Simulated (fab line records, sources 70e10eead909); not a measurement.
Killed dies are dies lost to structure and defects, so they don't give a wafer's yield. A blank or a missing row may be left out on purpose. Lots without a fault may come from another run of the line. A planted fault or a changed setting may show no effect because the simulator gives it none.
Problem report in the 8D (eight disciplines) form, filled by code | flow nand_harc | the parts of the form that need people (team, actions taken, sign-off) are left out

1. THE PROBLEM
thk_nm at NHARC_A_ONON_D2_THK_MEAS_18 reads a mean of 1538 nm on 9 wafers of 3 lots; wafers without a fault read 998 nm with a standard deviation of 9.2. That is +59 standard deviations from the usual mean.
The step: measures by ellipsometry.
First seen on wafer L298.1, day 19 09:06, on film_metro-01. The record holds 39 wafers of 13 lots with a number at this step. Rule for "out", or "out of limits": more than 4 standard deviations from the usual mean. The other wafers with a number count as sound.

2. WHAT IT IS AND WHAT IT IS NOT
question                    | is                           | is not
which readings at this step | thk_nm                       | -
which lots                  | L298, L301, L302             | L282, L283, L284, L285, L287, L288, L289, L290, L300, L303
which wafers of those lots  | all that have a number       | -
read on which gauges        | film_metro-01, film_metro-02 | -
when                        | from day 19 09:06            | up to then (24 sound wafers); but 6 sound wafers of L300, L303 came after

3. SUSPECTS, AND WHAT RULES EACH OUT
Counting: a tool at a process step up to the reading stays a suspect if it ran every lot that is out and no sound lot after the first of them.
- the gauge at NHARC_A_ONON_D2_THK_MEAS_18: ruled out. The wafers that are out were read on 2 gauges (film_metro-01, film_metro-02).
- pecvd_onon-02 at NHARC_A_ONON_D2_DEP_16 (target thk 1000 nm): kept. It ran every lot that is out, first L298 (day 19 08:35), and no sound lot after that; its last sound lot up to then is L289 (day 15 14:28).
Left after counting: pecvd_onon-02 at NHARC_A_ONON_D2_DEP_16.

4. THE CAUSE (what the simulator had put in)
Process parameter drift: pecvd_onon-02, from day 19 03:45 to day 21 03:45, at NHARC_A_ONON_D2_DEP_16. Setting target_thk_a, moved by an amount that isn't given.
Counting left only this tool.

5. THE CHAIN OF EFFECTS, in route order
Each row: a reading whose mean over the struck wafers that have a number lies more than 3 standard deviations from the usual. Only readings for which the record gives a usual standard deviation are gone through. hours: the time from each lot's start at the first step in this table that gives one to its start at this step, as a median over the lots. sigmas: the change in usual standard deviations.
hours | step                        | reading         | usual  | on struck wafers | change | sigmas
0     | NHARC_A_ONON_D2_THK_MEAS_18 | thk_nm          | 998 nm | 1538             | +540   | +59
273   | NHARC_END_SORT_01           | killed_at_array | 57     | 673              | +616   | +34
273   | NHARC_END_SORT_01           | killed_dies     | 62     | 677              | +615   | +34

6. WHAT WOULD HAVE CAUGHT IT SOONER
In this record the first reading out of limits at a measuring or inspecting step was taken at day 19 09:06, 5 hours after the fault began at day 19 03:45.
Of the tool readings at NHARC_A_ONON_D2_DEP_16 for which the record gives a usual standard deviation, none was out on any struck wafer, so an alarm limit of 4 standard deviations on them would not have fired.
Of the lots that are out (3), L301, L302 began NHARC_A_ONON_D2_DEP_16 on pecvd_onon-02 after day 19 09:06. A hold on the tool at that time would have spared those 2.
